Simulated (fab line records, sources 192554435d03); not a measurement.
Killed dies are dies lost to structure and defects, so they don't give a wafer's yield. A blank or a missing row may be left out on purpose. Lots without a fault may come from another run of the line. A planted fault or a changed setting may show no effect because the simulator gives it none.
A struck lot beside a sound one | flow n5_finfet | 37 steps out of a route of 1938
Sound: wafers L661.1, L661.2, L661.4. Struck: wafers L666.1, L666.2, L666.3. The cause comes at the end.
At each step with rows: each side's tool, then ch and its chambers, then its first start. Under that, the readings that differ: sound wafers | struck wafers | difference of the means | sigmas: that difference in standard deviations of wafers without a fault.
alike: readings whose means differ by less than 2 such deviations, and words and numbers that are the same on both sides. not compared: withheld readings, readings that some wafer has no value for, bounds like >300 that may hide the same value, and numbers for which the record gives no deviation and whose values overlap.
The two part at a step that has a row with sigmas, a row that says differs or no value, or rows on one side only. Numbers that don't overlap but have no deviation are shown without sigmas and don't part them. A reading that every wafer of one side lacks parts them only if that side has two wafers or more.

first, 9 steps without rows for these wafers: N5_WELL_APT_COAT_19 (resist thk 950 nm); N5_WELL_APT_EBR_21; N5_WELL_APT_SOFTBAKE_20 (time 60 s); N5_WELL_APT_EXPOSE_22 (exposes mask PWELL, defocus 0 nm, target cd 200 nm); N5_WELL_APT_PEB_23 (peb time 90 s); N5_WELL_APT_DEVELOP_24 (develop time 45 s); N5_WELL_APT_HARDBAKE_29 (time 120 s); N5_WELL_APT_DESCUM_30 (chemistry O2, time 7.9 s); N5_WELL_APT_IMPLANT_31.
N5_WELL_APT_IMPLANT_32:
  sound on implanter-01 ch 0, day 3 09:13; struck on implanter-01 ch 0, day 4 15:23
  reading                   | sound                | struck               | difference | sigmas
  beam_energy_keV           | 49.987 50.010 49.998 | 40.566 40.579 40.580 | -9.423     | -99 or more
  model.implant.rp_nm (nm)  | 37.4 37.4 37.4       | 30.34 30.34 30.34    | -7.06      |
  model.implant.drp_nm (nm) | 18.55 18.55 18.55    | 16.02 16.02 16.02    | -2.53      |
then, 25 steps without rows for these wafers: N5_WELL_APT_STRIP_33 (strips in SPM, time 900 s); N5_WELL_APT_RTA_34 (time 10 s); N5_WELL_APT_OXIDE_STRIP_42 (strips SiO2 in dHF, time 45 s, target depth 12 nm); N5_WELL_APT_PRECLEAN_36 (cleans in O3/DIW, time 45 s); N5_WELL_APT_PRECLEAN_39 (cleans in dHF, time 60 s); N5_WELL_APT_SRD_37 (time 30 s); N5_WELL_APT_EPI_41 (deposits Si from SiH4/H2, target thk 50 nm, time 297.7 s); N5_PMOS_HMC_CHANNEL_EPI_HM_DEP_34 (deposits SiO2 from TEOS/O2, target thk 36 nm, time 6.9 s); N5_PMOS_HMC_CHANNEL_EPI_COAT_31 (time 60 s, resist thk 66 nm); N5_PMOS_HMC_CHANNEL_EPI_COAT_03 (resist thk 205 nm); N5_PMOS_HMC_CHANNEL_EPI_EBR_05; N5_PMOS_HMC_CHANNEL_EPI_SOFTBAKE_04 (time 60 s); N5_PMOS_HMC_CHANNEL_EPI_EXPOSE_06 (exposes mask PMOS HMC BLK, target cd 240 nm); N5_PMOS_HMC_CHANNEL_EPI_PEB_07 (peb time 60 s); N5_PMOS_HMC_CHANNEL_EPI_DEVELOP_08 (develop time 30 s); N5_PMOS_HMC_CHANNEL_EPI_DESCUM_14 (chemistry O2, time 7.9 s); N5_PMOS_HMC_CHANNEL_EPI_ETCH_32 (etches BARC in N2/H2, stops on SiO2, target depth 85.8 nm, time 50.3 s); N5_PMOS_HMC_CHANNEL_EPI_HM_OPEN_15 (chemistry CHF3/O2, target SiO2, target depth 40.6 nm, time 20.3 s); N5_PMOS_HMC_CHANNEL_EPI_STRIP_33 (strips in N2/H2); N5_PMOS_HMC_CHANNEL_EPI_STRIP_17 (strips in SPM, time 750 s); N5_PMOS_HMC_CHANNEL_EPI_ETCH_38 (etches SiO2 in CF4, target depth 1.5 nm); N5_PMOS_HMC_CHANNEL_EPI_FIN_RECESS_16 (chemistry HBr/Cl2, target Si, target depth 54 nm, time 18 s); N5_PMOS_HMC_CHANNEL_EPI_PRECLEAN_36 (cleans in O3/DIW, time 45 s); N5_PMOS_HMC_CHANNEL_EPI_PRECLEAN_18 (cleans in DHF, time 30 s); N5_PMOS_HMC_CHANNEL_EPI_SRD_19 (time 30 s).
-- the record jumps here: 7 days lie between the struck wafers' starts before and after (it left off in module PMOS_HMC_CHANNEL_EPI and takes up again in module BEOL_M4, whose first step shown is number 1111 of the route) --
N5_BEOL_M4_RC_MEAS_101:
  sound on prober-01 ch 0, day 10 16:50; struck on prober-01 ch 0, day 11 21:13
  reading             | sound                      | struck                     | difference | sigmas
  CJ_N                | 4.30 4.27 4.28             | 5.14 5.05 5.07             | +0.80      | +9
  IOFF_N_LONG (nA/um) | 5.25e-05 5.12e-05 5.32e-05 | 6.13e-05 6.07e-05 6.04e-05 | +8.50e-06  | +4
  RS_PWELL (ohm/sq)   | 3007 3027 3034             | 3116 3105 3117             | +90        | +4
  alike: DIBL_N, DIBL_P, IOFF_N, IOFF_P, ION_N, ION_P, SS_N, SS_P, VT_N, VT_P
-- the record jumps here: 4 days lie between the struck wafers' starts before and after (it left off in module BEOL_M4 and takes up again in module PASSIVATION, whose first step shown is number 1936 of the route) --
N5_PASSIVATION_PROBE_49:
  sound on prober-01, day 15 03:32; struck on prober-01, day 15 21:58
  reading     | sound     | struck   | difference | sigmas
  killed_open | 101 93 69 | 37 62 72 | -31        | -2
  alike: defect_limited_yield, killed_at_M0_to_M3, killed_at_M4_up, killed_at_contacts, killed_at_front_end, killed_at_other, killed_dies, killed_short, sort_bin_5_function, sort_bin_6_memory, sort_n_pass, sort_yield_pct

WHERE THEY PART
First at N5_WELL_APT_IMPLANT_32; last, within this record, at N5_PASSIVATION_PROBE_49.

WHY: what the simulator had put in
Process parameter drift: implanter-01, from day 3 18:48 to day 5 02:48, at N5_WELL_APT_IMPLANT_32. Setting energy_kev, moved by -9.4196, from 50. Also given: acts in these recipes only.
